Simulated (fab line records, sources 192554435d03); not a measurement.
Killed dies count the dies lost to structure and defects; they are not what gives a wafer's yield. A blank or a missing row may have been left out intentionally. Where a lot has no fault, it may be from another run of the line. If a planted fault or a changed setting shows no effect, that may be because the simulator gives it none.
fab line records	flow n5-finfet
record lots=7	wafers=21
route steps=1938 shown ZERO_LAYER@6 WELL_APT@40 FIN_SAQP@103 DUMMY_GATE@228 SD_EPI_N@273 ILD0@343
start-h: start of the lot's first displayed wafer, in hours after the record's first day	wait-h: time in hours since the lot's previous step	" repeats the value in the row above	L1.1+2: a row that stands for several wafers	- value missing, or start not given	* or withheld: withheld	< > ~ a bound
route shown NAME@n: a module of which the file shows steps, and the number in the route of the first	usual: average and standard deviation across the fault-free wafers	same: alike in all rows	chamber/n: place in a boat	sites: per-site readings	_std_site: their standard deviation	_edge_site: the outer-site mean with the inner-site mean subtracted	radius-mm: how far each site lies from the wafer's centre	mask NAME#n: copy n	behind: the tool/chamber that last shaped the wafer	hold: why the lot was held/for how many hours/how that ended	device: the n, p or np transistor that did not switch	end of line: tests of these same wafers at the route's end	a step given without rows: its recipe and nothing more	killed: count of dies lost to structure and defects at first sort (not the wafer's yield)	map: a wafer's dies, x killed, . not, _ none there
set.NAME: the run value of the setting; set.NAME@STEP: its run value at that earlier step	model.NAME: the simulator's own value behind a step, which no gauge read
lots with deliberately changed settings; one table per step, one row per wafer
## steps
# step N5_ZERO_LAYER_COAT_05
# recipe spin-rpm=1500	resist-thk-nm=1000
lot.wafer	tool	chamber	start-h	wait-h	set.spin-rpm	model.coat_of_ZERO_LAYER_COAT_05.thk-nm
L075.1	litho-track-05	0	-	-	1402	1032
L075.4	"	0	"	"	1500	999.2
L075.5	"	0	"	"	1500	998.5
L076.1	litho-track-03	0	-	-	1390	1038
L076.2	"	0	"	"	1390	1040
L076.5	"	0	"	"	1500	996.4
L081.1	litho-track-05	0	-	-	1500	997.7
L081.2	"	0	"	"	1611	961.8
L081.4	"	0	"	"	1500	1001
L085.1	litho-track-03	0	-	-	1610	961.9
L085.4	"	0	"	"	1500	995.5
L085.5	"	0	"	"	1500	998.3
L086.2	litho-track-05	0	-	-	1500	998.4
L086.3	"	0	"	"	1590	975.5
L086.4	"	0	"	"	1500	998.6
L088.2	litho-track-05	0	-	-	1500	994.4
L088.4	"	0	"	"	1500	997.3
L088.5	"	0	"	"	1500	995.2
L095.4	litho-track-04	0	-	-	1500	997.7
L095.5	"	0	"	"	1500	998.4
L095.6	"	0	"	"	1500	998.8
# step N5_ZERO_LAYER_DEVELOP_10
# recipe develop-time-s=60	rinse-liquid=diw	dry=air-spin	dev-temp-c=21
lot.wafer	tool	chamber	start-h	wait-h	set.develop-time-s
L075.1+5	litho-track-05	0	-	-	50.75
L075.4	"	0	"	"	60
L076.1	litho-track-04	0	-	-	60
L076.2+5	"	0	"	"	68.87
L081.1	litho-track-03	0	-	-	60
L081.2+4	"	0	"	"	71.36
L085.1+4+5	litho-track-03	0	-	-	60
L086.2	litho-track-05	0	-	-	49.47
L086.3+4	"	0	"	"	60
L088.2+4+5	litho-track-03	0	-	-	60
L095.4+6	litho-track-04	0	-	-	72.94
L095.5	"	0	"	"	60
# step N5_ZERO_LAYER_HARDBAKE_23
# recipe temp-c=130	time-s=120
# step N5_ZERO_LAYER_DESCUM_16
# recipe chemistry=O2	time-s=7.9	source-power-w=50	bias-power-w=20	pressure-mtorr=20	rf-frequency-hz=2.712e+07	temp-c=40	o2-flow-sccm=225
# step N5_ZERO_LAYER_ETCH_17
# recipe chemistry=CF4	target=SiO2	target-depth-a=120	time-s=13.3	ion-energy-ev=350	pressure-mtorr=40	source-w=450	bias-w=215	Ar_flow_sccm=100	cf4-flow-sccm=100
# step N5_ZERO_LAYER_ETCH_18
# recipe chemistry=HBr/Cl2	target=Si	target-depth-a=1200	time-s=40	pressure-mtorr=10	icp-w=800	bias-w=75	HBr_flow_sccm=150	Cl2_flow_sccm=80
lot.wafer	tool	chamber	start-h	wait-h	set.spin-rpm@ZERO_LAYER_COAT_05	model.coat_of_ZERO_LAYER_COAT_05.thk-nm
L075.1	rie-si-06	1	19.14	0.0	1402	962.1
L075.4	"	2	"	"	1500	930.4
L075.5	"	0	"	"	1500	928.7
L076.1	rie-si-02	1	24.91	0.0	1390	969.5
L076.2	"	2	"	"	1390	967.6
L076.5	"	2	"	"	1500	923.9
L081.1	rie-si-02	0	54.91	0.0	1500	926.5
L081.2	"	1	"	"	1611	893
L081.4	"	3	"	"	1500	931
L085.1	rie-si-02	2	78.97	0.0	1610	891.3
L085.4	"	1	"	"	1500	926.5
L085.5	"	2	"	"	1500	927.3
L086.2	rie-si-06	0	84.93	0.0	1500	927.6
L086.3	"	2	"	"	1590	907.9
L086.4	"	1	"	"	1500	927.7
L088.2	rie-si-02	2	96.91	0.0	1500	922.4
L088.4	"	3	"	"	1500	927.6
L088.5	"	2	"	"	1500	924.7
L095.4	rie-si-06	1	138.79	0.0	1500	925.7
L095.5	"	3	"	"	1500	927.2
L095.6	"	0	"	"	1500	927.3
# step N5_ZERO_LAYER_STRIP_24
# recipe chemistry=O2	power-w=1000	temp-c=250	overash-fraction=0.3	pressure-mtorr=1000	o2-flow-sccm=6750
# usual strip-time-to-endpoint-s=43.82/0.11
lot.wafer	tool	chamber	start-h	wait-h	set.spin-rpm@ZERO_LAYER_COAT_05	strip-time-to-endpoint-s
L075.1	plasma-asher-01	1	19.24	0.1	1402	44.80
L075.4	"	1	"	"	1500	43.84
L075.5	"	0	"	"	1500	43.81
L076.1	plasma-asher-02	0	25.02	0.1	1390	45.01
L076.2	"	1	"	"	1390	44.95
L076.5	"	1	"	"	1500	43.66
L081.1	plasma-asher-01	0	55.02	0.1	1500	43.74
L081.2	"	1	"	"	1611	42.73
L081.4	"	1	"	"	1500	43.87
L085.1	plasma-asher-02	0	79.07	0.1	1610	42.68
L085.4	"	1	"	"	1500	43.73
L085.5	"	1	"	"	1500	43.75
L086.2	plasma-asher-01	0	85.03	0.1	1500	43.76
L086.3	"	1	"	"	1590	43.17
L086.4	"	0	"	"	1500	43.77
L088.2	plasma-asher-02	0	97.03	0.1	1500	43.60
L088.4	"	0	"	"	1500	43.76
L088.5	"	0	"	"	1500	43.67
L095.4	plasma-asher-02	1	138.92	0.1	1500	43.70
L095.5	"	0	"	"	1500	43.76
L095.6	"	1	"	"	1500	43.75
# step N5_WELL_APT_PEB_23
# recipe peb-temp-c=130	peb-time-s=90
lot.wafer	tool	chamber	start-h	wait-h	set.peb-temp-c
L075.1+4+5	litho-track-02	0	21.31	0.1	130
L076.1+2	litho-track-02	0	26.73	0.1	126.5
L076.5	"	0	"	"	130
L081.1+2+4	litho-track-04	0	56.69	0.1	130
L085.1+4	litho-track-01	0	80.93	0.1	131.2
L085.5	"	0	"	"	130
L086.2+3	litho-track-04	0	86.86	0.0	133.4
L086.4	"	0	"	"	130
L088.2+4+5	litho-track-04	0	99.12	0.0	130
L095.4+5+6	litho-track-02	0	140.82	0.0	130
# step N5_WELL_APT_DEVELOP_24
# recipe develop-time-s=45	rinse-liquid=surfactant-rinse	dry=air-spin	dev-temp-c=21
lot.wafer	tool	chamber	start-h	wait-h	set.develop-time-s
L075.1+4	litho-track-02	0	-	-	45
L075.5	"	0	"	"	42.46
L076.1+2+5	litho-track-02	0	-	-	45
L081.1+2+4	litho-track-04	0	-	-	45
L085.1+5	litho-track-01	0	-	-	45
L085.4	"	0	"	"	40.13
L086.2+3	litho-track-04	0	-	-	45
L086.4	"	0	"	"	41.81
L088.2+4+5	litho-track-04	0	-	-	45
L095.4+6	litho-track-02	0	-	-	52.56
L095.5	"	0	"	"	45
# step N5_WELL_APT_HARDBAKE_29
# recipe temp-c=130	time-s=120
# step N5_WELL_APT_CD_MEAS_25
# recipe target-cd-nm=200	landing-energy-ev=500	detector=se-inlens
# usual cd-nm=200/3.1
lot.wafer	tool	chamber	start-h	wait-h	set.peb-temp-c@WELL_APT_PEB_23	cd-nm
L075.1	cd-sem-03	0	21.43	-	130	202
L075.4	"	0	"	"	130	204
L075.5	"	0	"	"	130	202
L076.1	cd-sem-02	0	26.85	-	126.5	175
L076.2	"	0	"	"	126.5	177
L076.5	"	0	"	"	130	198
L081.1	cd-sem-03	0	56.80	-	130	203
L081.2	"	0	"	"	130	201
L081.4	"	0	"	"	130	208
L085.1	cd-sem-01	0	81.05	-	131.2	208
L085.4	"	0	"	"	131.2	201
L085.5	"	0	"	"	130	196
L086.2	cd-sem-01	0	86.97	-	133.4	218
L086.3	"	0	"	"	133.4	217
L086.4	"	0	"	"	130	204
L088.2	cd-sem-01	0	99.23	-	130	199
L088.4	"	0	"	"	130	200
L088.5	"	0	"	"	130	204
L095.4	cd-sem-02	0	140.94	-	130	202
L095.5	"	0	"	"	130	198
L095.6	"	0	"	"	130	199
# step N5_WELL_APT_DESCUM_30
# recipe chemistry=O2	time-s=7.9	source-power-w=50	bias-power-w=20	pressure-mtorr=20	rf-frequency-hz=2.712e+07	temp-c=40	o2-flow-sccm=225
lot.wafer	tool	chamber	start-h	wait-h	set.peb-temp-c@WELL_APT_PEB_23	model.WELL_APT.cd-nm
L075.1	rie-diel-04	1	21.53	0.0	130	201.7
L075.4	"	1	"	"	130	203.5
L075.5	"	3	"	"	130	201.9
L076.1	rie-diel-02	2	26.93	0.0	126.5	175.5
L076.2	"	3	"	"	126.5	176.9
L076.5	"	0	"	"	130	198.7
L081.1	rie-diel-02	2	57.46	0.6	130	202.6
L081.2	"	1	"	"	130	200.6
L081.4	"	0	"	"	130	207.6
L085.1	rie-diel-02	0	81.13	0.0	131.2	208.1
L085.4	"	3	"	"	131.2	200.6
L085.5	"	3	"	"	130	195.8
L086.2	rie-diel-04	1	87.06	0.0	133.4	218.1
L086.3	"	2	"	"	133.4	216.7
L086.4	"	2	"	"	130	204.6
L088.2	rie-diel-04	2	99.32	0.0	130	199.2
L088.4	"	2	"	"	130	200.6
L088.5	"	1	"	"	130	204.2
L095.4	rie-diel-04	2	141.12	0.1	130	202.1
L095.5	"	2	"	"	130	198.2
L095.6	"	1	"	"	130	199.2
# step N5_FIN_SAQP_COAT_49
# recipe resist=SOC	temp-c=250	time-s=60	spin-rpm=1500	resist-thk-nm=100
lot.wafer	tool	chamber	start-h	wait-h	set.spin-rpm	model.SOC_of_FIN_SAQP_COAT_49.thk-nm
L075.1	litho-track-01	0	28.39	0.1	1500	100
L075.4	"	0	"	"	1500	99.99
L075.5	"	0	"	"	1380	104.4
L076.1+5	litho-track-05	0	32.97	0.1	1500	100.1
L076.2	"	0	"	"	1500	100.2
L081.1	litho-track-01	0	64.55	0.1	1394	103.6
L081.2	"	0	"	"	1394	103.5
L081.4	"	0	"	"	1500	99.97
L085.1	litho-track-05	0	88.77	0.1	1500	100
L085.4	"	0	"	"	1365	104.7
L085.5	"	0	"	"	1365	104.5
L086.2	litho-track-04	0	93.43	0.1	1627	95.87
L086.3	"	0	"	"	1627	95.83
L086.4	"	0	"	"	1627	95.8
L088.2	litho-track-01	0	106.21	0.1	1500	100.1
L088.4	"	0	"	"	1500	100
L088.5	"	0	"	"	1500	99.88
L095.4	litho-track-05	0	148.93	0.0	1345	105.5
L095.5	"	0	"	"	1500	99.76
L095.6	"	0	"	"	1500	99.91
# step N5_FIN_SAQP_COAT_50
# recipe resist=SiARC	temp-c=220	time-s=60	spin-rpm=1500	resist-thk-nm=35
# step N5_FIN_SAQP_COAT_10
# recipe resist=CAR-ArF	spin-rpm=1500	resist-thk-nm=90
# step N5_FIN_SAQP_DESCUM_21
# recipe chemistry=O2	time-s=7.9	source-power-w=50	bias-power-w=20	pressure-mtorr=20	rf-frequency-hz=2.712e+07	temp-c=40	resist=CAR-ArF	o2-flow-sccm=225
# step N5_FIN_SAQP_ETCH_51
# recipe chemistry=CF4	target=SiARC	target-depth-a=455	mask-material=CAR-ArF	time-s=75.8	ion-energy-ev=80	pressure-mtorr=40	source-w=545	bias-w=36	Ar_flow_sccm=100	cf4-flow-sccm=100	ends=cleared
# step N5_FIN_SAQP_ETCH_52
# recipe chemistry=N2/H2	target=SOC	target-depth-a=1000	overetch-a=200	mask-material=SiARC	temp-c=40	time-s=150	ion-energy-ev=200	pressure-mtorr=30	source-w=840	bias-w=150	n2-flow-sccm=200	h2-flow-sccm=200	ends=end-point
lot.wafer	tool	chamber	start-h	wait-h	set.spin-rpm@FIN_SAQP_COAT_49	model.etch.depth-nm
L075.1	rie-diel-02	1	28.82	0.0	1500	100
L075.4	"	2	"	"	1500	99.99
L075.5	"	0	"	"	1380	104.4
L076.1+5	rie-diel-04	1,3	33.94	0.0	1500	100.1
L076.2	"	3	"	"	1500	100.2
L081.1	rie-diel-04	0	66.65	0.0	1394	103.6
L081.2	"	2	"	"	1394	103.5
L081.4	"	1	"	"	1500	99.97
L085.1	rie-diel-02	2	89.33	0.0	1500	100
L085.4	"	3	"	"	1365	104.7
L085.5	"	1	"	"	1365	104.5
L086.2	rie-diel-04	2	93.99	0.0	1627	95.87
L086.3	"	1	"	"	1627	95.83
L086.4	"	2	"	"	1627	95.8
L088.2	rie-diel-04	0	106.65	0.0	1500	100.1
L088.4	"	1	"	"	1500	100
L088.5	"	3	"	"	1500	99.88
L095.4	rie-diel-01	1	149.67	0.0	1345	105.5
L095.5	"	2	"	"	1500	99.76
L095.6	"	3	"	"	1500	99.91
# step N5_FIN_SAQP_STRIP_53
# recipe chemistry=N2/H2	temp-c=40	n2-flow-sccm=200	h2-flow-sccm=200	rf-frequency-hz=6e+07
# step N5_FIN_SAQP_HM_OPEN_73
# recipe chemistry=CHF3/O2	target=SiO2	stop-on=a-Si	target-depth-a=120	over-etch-frac=1.8	mask-material=SOC	time-s=16.8	pressure-mtorr=30	source-w=650	bias-w=170	Ar_flow_sccm=200	CHF3_flow_sccm=50	O2_flow_sccm=5	ion-energy-ev=200	ends=end-point
# step N5_FIN_SAQP_STRIP_74
# recipe chemistry=CHF3/O2	resist=SiARC	rf-frequency-hz=6e+07
# step N5_FIN_SAQP_MANDREL_ETCH_22
# recipe target-depth-a=600	chemistry=HBr/Cl2	target=a-Si	stop-on=SiNx	bt-time-s=10	over-etch-frac=0.5	time-s=30	pressure-mtorr=10	icp-w=800	bias-w=75	HBr_flow_sccm=150	Cl2_flow_sccm=80	ends=end-point
lot.wafer	tool	chamber	start-h	wait-h	set.spin-rpm@FIN_SAQP_COAT_49	model.SOC_of_FIN_SAQP_COAT_49.thk-nm
L075.1	rie-si-04	0	29.02	0.0	1500	75.24
L075.4	"	1	"	"	1500	76.71
L075.5	"	3	"	"	1380	80.51
L076.1	rie-si-04	3	34.14	0.0	1500	76.12
L076.2	"	2	"	"	1500	76.8
L076.5	"	1	"	"	1500	76.78
L081.1	rie-si-06	1	66.84	0.0	1394	79.08
L081.2	"	0	"	"	1394	79.3
L081.4	"	2	"	"	1500	76.83
L085.1	rie-si-06	1	89.52	0.0	1500	75.56
L085.4	"	1	"	"	1365	80.18
L085.5	"	2	"	"	1365	81.47
L086.2	rie-si-04	0	94.18	0.0	1627	71.02
L086.3	"	2	"	"	1627	72.14
L086.4	"	3	"	"	1627	71.47
L088.2	rie-si-04	3	106.84	0.0	1500	75.93
L088.4	"	2	"	"	1500	76.7
L088.5	"	2	"	"	1500	76.48
L095.4	rie-si-04	0	149.87	0.0	1345	80.65
L095.5	"	1	"	"	1500	76.32
L095.6	"	0	"	"	1500	75.37
# step N5_DUMMY_GATE_EXPOSE_12
# recipe mask-id=GATE	na=0.33	source-shape=annular	sigma-inner=0.2	sigma-outer=0.6	polarization=unpolarized	target-cd-nm=25	dose-mj=34
lot.wafer	tool	chamber	start-h	wait-h	mask	set.dose-mj
L075.1+4	euv-scanner-02	0	53.75	-	GATE#0	34
L075.5	"	0	"	"	GATE#0	35.23
L076.1	euv-scanner-01	0	58.97	-	GATE#0	34
L076.2+5	"	0	"	"	GATE#0	31.5
L081.1+4	euv-scanner-02	0	91.54	-	GATE#0	34
L081.2	"	0	"	"	GATE#0	35.62
L085.1+4+5	euv-scanner-01	0	112.13	-	GATE#0	34
L086.2+3+4	euv-scanner-01	0	117.87	-	GATE#0	34
L088.2+4+5	euv-scanner-01	0	129.74	-	GATE#0	34
L095.4+5+6	euv-scanner-02	0	174.83	-	GATE#0	34
# step N5_DUMMY_GATE_PEB_13
# recipe peb-temp-c=100	peb-time-s=60	resist=CAR-EUV
# step N5_DUMMY_GATE_DEVELOP_14
# recipe develop-time-s=30	developer=TMAH	resist=CAR-EUV	rinse-liquid=surfactant-rinse	dry=air-spin	dev-temp-c=23
# step N5_DUMMY_GATE_CD_MEAS_15
# recipe target-cd-nm=25.8	landing-energy-ev=500	detector=se-inlens
# usual cd-nm=25.00/0.29
lot.wafer	tool	chamber	start-h	wait-h	set.dose-mj@DUMMY_GATE_EXPOSE_12	cd-nm
L075.1	cd-sem-01	0	53.88	-	34	25.02
L075.4	"	0	"	"	34	24.73
L075.5	"	0	"	"	35.23	24.45
L076.1	cd-sem-02	0	59.10	-	34	25.08
L076.2	"	0	"	"	31.5	26.66
L076.5	"	0	"	"	31.5	26.69
L081.1	cd-sem-01	0	91.67	-	34	24.87
L081.2	"	0	"	"	35.62	24.14
L081.4	"	0	"	"	34	25.16
L085.1	cd-sem-03	0	112.26	-	34	24.59
L085.4	"	0	"	"	34	25.12
L085.5	"	0	"	"	34	24.47
L086.2	cd-sem-01	0	117.99	-	34	24.69
L086.3	"	0	"	"	34	24.93
L086.4	"	0	"	"	34	25.09
L088.2	cd-sem-02	0	129.86	-	34	24.97
L088.4	"	0	"	"	34	24.78
L088.5	"	0	"	"	34	25.24
L095.4	cd-sem-01	0	174.94	-	34	25.23
L095.5	"	0	"	"	34	24.93
L095.6	"	0	"	"	34	25.05
# step N5_DUMMY_GATE_DESCUM_20
# recipe chemistry=O2	time-s=6.2	source-power-w=50	bias-power-w=20	pressure-mtorr=20	rf-frequency-hz=2.712e+07	temp-c=40	resist=CAR-EUV	o2-flow-sccm=225
lot.wafer	tool	chamber	start-h	wait-h	set.time-s	model.CAR-EUV_of_DUMMY_GATE_COAT_09.thk-nm
L075.1	rie-diel-06	0	54.01	0.0	5.849	26.6
L075.4	"	1	"	"	6.2	26.4
L075.5	"	0	"	"	5.849	26.8
L076.1	rie-diel-06	2	59.23	0.0	6.2	26.4
L076.2+5	"	1	"	"	5.371	26.8
L081.1+4	rie-diel-05	2,3	91.80	0.0	6.2	26.6
L081.2	"	3	"	"	6.2	26.4
L085.1	rie-diel-03	1	112.39	0.0	7.036	25.8
L085.4	"	0	"	"	6.2	26.4
L085.5	"	1	"	"	6.2	26.2
L086.2+4	rie-diel-03	1	118.12	0.0	6.691	26
L086.3	"	3	"	"	6.2	26.4
L088.2+4+5	rie-diel-03	2,2,1	129.99	0.0	6.2	26.4
L095.4+5+6	rie-diel-06	2,1,0	175.10	0.1	6.2	26.4
# step N5_SD_EPI_N_DESCUM_14
# recipe chemistry=O2	time-s=7.9	source-power-w=50	bias-power-w=20	pressure-mtorr=20	rf-frequency-hz=2.712e+07	temp-c=40	resist=CAR-ArF-block	o2-flow-sccm=225
lot.wafer	tool	chamber	start-h	wait-h	set.time-s	model.CAR-ArF-block_of_SD_EPI_N_COAT_03.thk-nm
L075.1	rie-diel-04	2	56.24	0.1	9.024	143
L075.4	"	2	"	"	9.024	143.2
L075.5	"	3	"	"	7.9	143.8
L076.1	rie-diel-04	0	62.82	0.4	7.9	143
L076.2	"	2	"	"	7.9	142.4
L076.5	"	1	"	"	7.196	143.4
L081.1+2	rie-diel-02	3,1	94.53	0.1	7.9	143
L081.4	"	2	"	"	7.9	143.2
L085.1	rie-diel-04	0	115.48	0.4	7.9	143.6
L085.4	"	0	"	"	9.571	142.6
L085.5	"	3	"	"	7.9	143.8
L086.2	rie-diel-01	0	120.38	0.0	7.24	144.4
L086.3	"	2	"	"	7.24	144.2
L086.4	"	0	"	"	7.9	143.8
L088.2	rie-diel-04	0	132.59	0.2	7.9	143.6
L088.4	"	3	"	"	7.9	143.4
L088.5	"	2	"	"	7.9	143.2
L095.4	rie-diel-04	2	177.34	0.0	7.9	143.4
L095.5	"	1	"	"	9.595	142.6
L095.6	"	2	"	"	9.595	142.2
# step N5_SD_EPI_N_ETCH_34
# recipe chemistry=CF4	target=SiARC	target-depth-a=455	mask-material=CAR-ArF-block	time-s=75.8	ion-energy-ev=80	pressure-mtorr=40	source-w=545	bias-w=36	Ar_flow_sccm=100	cf4-flow-sccm=100	ends=cleared
lot.wafer	tool	chamber	start-h	wait-h	set.time-s@SD_EPI_N_DESCUM_14	model.CAR-ArF-block_of_SD_EPI_N_COAT_03.thk-nm
L075.1+4	rie-diel-04	2	56.28	0.0	9.024	110.6
L075.5	"	3	"	"	7.9	111.2
L076.1	rie-diel-04	0	62.85	0.0	7.9	110.4
L076.2	"	2	"	"	7.9	110
L076.5	"	1	"	"	7.196	111
L081.1+2	rie-diel-02	3,1	94.56	0.0	7.9	110.4
L081.4	"	2	"	"	7.9	110.6
L085.1	rie-diel-04	0	115.52	0.0	7.9	110.8
L085.4	"	0	"	"	9.571	110
L085.5	"	3	"	"	7.9	111
L086.2	rie-diel-01	0	120.41	0.0	7.24	111.8
L086.3	"	2	"	"	7.24	111.6
L086.4	"	0	"	"	7.9	111.2
L088.2	rie-diel-04	0	132.62	0.0	7.9	111.2
L088.4	"	3	"	"	7.9	111
L088.5	"	2	"	"	7.9	110.6
L095.4	rie-diel-04	2	177.38	0.0	7.9	110.8
L095.5	"	1	"	"	9.595	110
L095.6	"	2	"	"	9.595	109.6
# step N5_ILD0_ALD_15
# recipe material=SiNx	target-thk-a=240	temp-c=400	ald-precursor-family=SiH2I2	ald-co-reactant=N2/H2-plasma	pulse-time-s=1	ald-cycles=480	purge-time-s=2	co-reactant-purge-time-s=2	pressure-torr=2
lot.wafer	tool	chamber	start-h	wait-h	set.ald-cycles	model.SiNx_of_ILD0_ALD_15.thk-nm
L075.1+4	ald-sin-02	3,1	69.07	0.8	480	24
L075.5	"	0	70.16	1.3	417	20.8
L076.1	ald-sin-01	1	76.51	0.8	480	24.2
L076.2	"	2	"	"	480	23.8
L076.5	"	1	77.60	1.3	518	26
L081.1+2	ald-sin-04	3,0	108.64	0.6	480	24
L081.4	"	3	109.73	1.3	460	22.8
L085.1	ald-sin-02	3	128.31	0.8	443	22.2
L085.4	"	2	"	"	480	24
L085.5	"	1	129.39	1.4	443	22
L086.2	ald-sin-04	0	133.92	0.5	416	20.6
L086.3+4	"	2,0	"	"	480	24
L088.2	ald-sin-01	3	146.08	0.5	480	24.2
L088.4+5	"	3,1	147.16	1.3	480	24
L095.4	ald-sin-01	3	193.49	0.2	480	24
L095.5	"	3	194.58	1.2	424	21.4
L095.6	"	2	"	"	480	23.8
## key
split step=N5_ZERO_LAYER_COAT_05	setting=spin-rpm	stated=1500	by=wafer
response step=N5_ZERO_LAYER_COAT_05	reading=model.coat_of_ZERO_LAYER_COAT_05.thk-nm	change=-5	per=1%	r=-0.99
response step=N5_ZERO_LAYER_ETCH_18	reading=model.coat_of_ZERO_LAYER_COAT_05.thk-nm	change=-4.91	per=1%	r=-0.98
response step=N5_ZERO_LAYER_STRIP_24	reading=strip-time-to-endpoint-s	change=*	per=1%	r=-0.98
split step=N5_ZERO_LAYER_DEVELOP_10	setting=develop-time-s	stated=60	by=wafer
response none clear
split step=N5_WELL_APT_PEB_23	setting=peb-temp-c	stated=130	by=wafer
response step=N5_WELL_APT_CD_MEAS_25	reading=cd-nm	change=+6.85	per=1%	r=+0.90
response step=N5_WELL_APT_DESCUM_30	reading=model.WELL_APT.cd-nm	change=+6.82	per=1%	r=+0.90
split step=N5_WELL_APT_DEVELOP_24	setting=develop-time-s	stated=45	by=wafer
response none clear
split step=N5_FIN_SAQP_COAT_49	setting=spin-rpm	stated=1500	by=wafer
response step=N5_FIN_SAQP_COAT_49	reading=model.SOC_of_FIN_SAQP_COAT_49.thk-nm	change=-0.53	per=1%	r=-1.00
response step=N5_FIN_SAQP_ETCH_52	reading=model.etch.depth-nm	change=-0.53	per=1%	r=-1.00
response step=N5_FIN_SAQP_MANDREL_ETCH_22	reading=model.SOC_of_FIN_SAQP_COAT_49.thk-nm	change=-0.497	per=1%	r=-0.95
split step=N5_DUMMY_GATE_EXPOSE_12	setting=dose-mj	stated=34	by=wafer
response step=N5_DUMMY_GATE_CD_MEAS_15	reading=cd-nm	change=-0.195	per=1%	r=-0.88
split step=N5_DUMMY_GATE_DESCUM_20	setting=time-s	stated=6.2	by=wafer
response step=N5_DUMMY_GATE_DESCUM_20	reading=model.CAR-EUV_of_DUMMY_GATE_COAT_09.thk-nm	change=-0.0372	per=1%	r=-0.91
split step=N5_SD_EPI_N_DESCUM_14	setting=time-s	stated=7.9	by=wafer
response step=N5_SD_EPI_N_DESCUM_14	reading=model.CAR-ArF-block_of_SD_EPI_N_COAT_03.thk-nm	change=-0.0517	per=1%	r=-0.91
response step=N5_SD_EPI_N_ETCH_34	reading=model.CAR-ArF-block_of_SD_EPI_N_COAT_03.thk-nm	change=-0.0479	per=1%	r=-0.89
split step=N5_ILD0_ALD_15	setting=ald-cycles	stated=480	by=wafer
response step=N5_ILD0_ALD_15	reading=model.SiNx_of_ILD0_ALD_15.thk-nm	change=+0.243	per=1%	r=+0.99
